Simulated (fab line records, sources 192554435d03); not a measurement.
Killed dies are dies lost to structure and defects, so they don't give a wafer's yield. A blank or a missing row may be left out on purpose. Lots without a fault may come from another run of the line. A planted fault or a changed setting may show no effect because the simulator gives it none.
Which tool did it? | flow n5_finfet | 12 lots, 36 wafers sampled, at 5 steps of a route of 1938

WHAT THE GAUGES READ, wafer by wafer
N5_BEOL_M12_OVL_MEAS_29.
lot  | measured     | on         | M12_OVL (nm)
L074 | day 13 13:49 | overlay-01 | 4 3 1
L078 | day 13 22:36 | overlay-01 | -4 -1 -1
L079 | day 14 12:28 | overlay-01 | 2 0 2
L084 | day 15 18:49 | overlay-01 | 4 -5 -3
L080 | day 16 09:44 | overlay-02 | 7 6 4
L087 | day 16 12:51 | overlay-02 | 7 7 2
L088 | day 17 08:49 | overlay-02 | 7 5 4
L090 | day 18 00:02 | overlay-02 | -9 1 -12
L093 | day 18 04:47 | overlay-02 | 2 -2 0
L086 | day 18 10:23 | overlay-02 | 5 6 4
L092 | day 18 22:15 | overlay-02 | -6 -13 -5
L096 | day 19 05:29 | overlay-01 | 4 -6 -3

WHICH TOOL RAN EACH LOT (tool, then ch and the chambers of the sampled wafers, then the start)
lot  | N5_BEOL_M11_STRIP_77                          | N5_BEOL_M11_DEGAS_44         | N5_BEOL_M11_PRE_CLEAN_45     | N5_BEOL_M11_SPUTTER_48
L074 | rie_diel-01 ch 0,2,3, day 13 10:26 or earlier | pvd_sputter-03, day 13 10:26 | pvd_sputter-03, day 13 10:29 | pvd_sputter-02, day 13 11:08
L078 | rie_diel-04 ch 0,2,3, day 13 17:52 or earlier | pvd_sputter-01, day 13 17:52 | pvd_sputter-01, day 13 17:54 | pvd_sputter-02, day 13 19:29
L079 | rie_diel-04 ch 0,1, day 14 07:27 or earlier   | pvd_sputter-01, day 14 07:27 | pvd_sputter-01, day 14 07:29 | pvd_sputter-02, day 14 09:31
L084 | rie_diel-04 ch 1,3, day 15 15:23 or earlier   | pvd_sputter-01, day 15 15:23 | pvd_sputter-01, day 15 15:25 | pvd_sputter-03, day 15 16:03
L080 | rie_diel-04 ch 0,1,3, day 16 04:54 or earlier | pvd_sputter-01, day 16 04:54 | pvd_sputter-01, day 16 04:56 | pvd_sputter-03, day 16 07:05
L087 | rie_diel-06 ch 0,1,3, day 16 08:03 or earlier | pvd_sputter-03, day 16 08:03 | pvd_sputter-03, day 16 08:05 | pvd_sputter-01, day 16 10:05
L088 | rie_diel-01 ch 0,2, day 17 05:32 or earlier   | pvd_sputter-01, day 17 05:32 | pvd_sputter-01, day 17 05:34 | pvd_sputter-01, day 17 06:17
L090 | rie_diel-01 ch 0,1,3, day 17 20:37 or earlier | pvd_sputter-03, day 17 20:37 | pvd_sputter-03, day 17 20:39 | pvd_sputter-03, day 17 21:17
L093 | rie_diel-06 ch 0,2,3, day 17 23:59 or earlier | pvd_sputter-02, day 17 23:59 | pvd_sputter-02, day 18 00:01 | pvd_sputter-01, day 18 02:11
L086 | rie_diel-06 ch 1,2, day 18 06:55 or earlier   | pvd_sputter-03, day 18 06:55 | pvd_sputter-03, day 18 06:58 | pvd_sputter-01, day 18 07:37
L092 | rie_diel-01 ch 0,1, day 18 18:13 or earlier   | pvd_sputter-01, day 18 18:13 | pvd_sputter-01, day 18 18:16 | pvd_sputter-01, day 18 19:02
L096 | rie_diel-06 ch 1,2,3, day 19 01:59 or earlier | pvd_sputter-03, day 19 01:59 | pvd_sputter-03, day 19 02:01 | pvd_sputter-01, day 19 02:46
- N5_BEOL_M11_STRIP_77: strips in N2/H2, time 10 s.
- N5_BEOL_M11_DEGAS_44: time 60 s.
- N5_BEOL_M11_PRE_CLEAN_45: time 30 s.
- N5_BEOL_M11_SPUTTER_48: material Cu, target thk 12 nm, time 2 s.

THE ANSWER, worked out from the rows above alone
Rule: what is usual is taken from the lots themselves. Put in order of their means at a reading, lots are off if they are a third of the lots or fewer, leave a main group of 4 or more, and stand apart from it by a gap of 3 or more times the standard deviation of the main group's means; of several such gaps the widest counts. A main group whose means are all the same, to the digits that the tables above print for the reading, isn't used. A lot without any number at a reading at which 4 lots or more have one is off too. The other lots that the step has rows for count as sound.
No lot is off at any reading shown: from this, nothing can be told.

WHAT THE SIMULATOR HAD PUT IN
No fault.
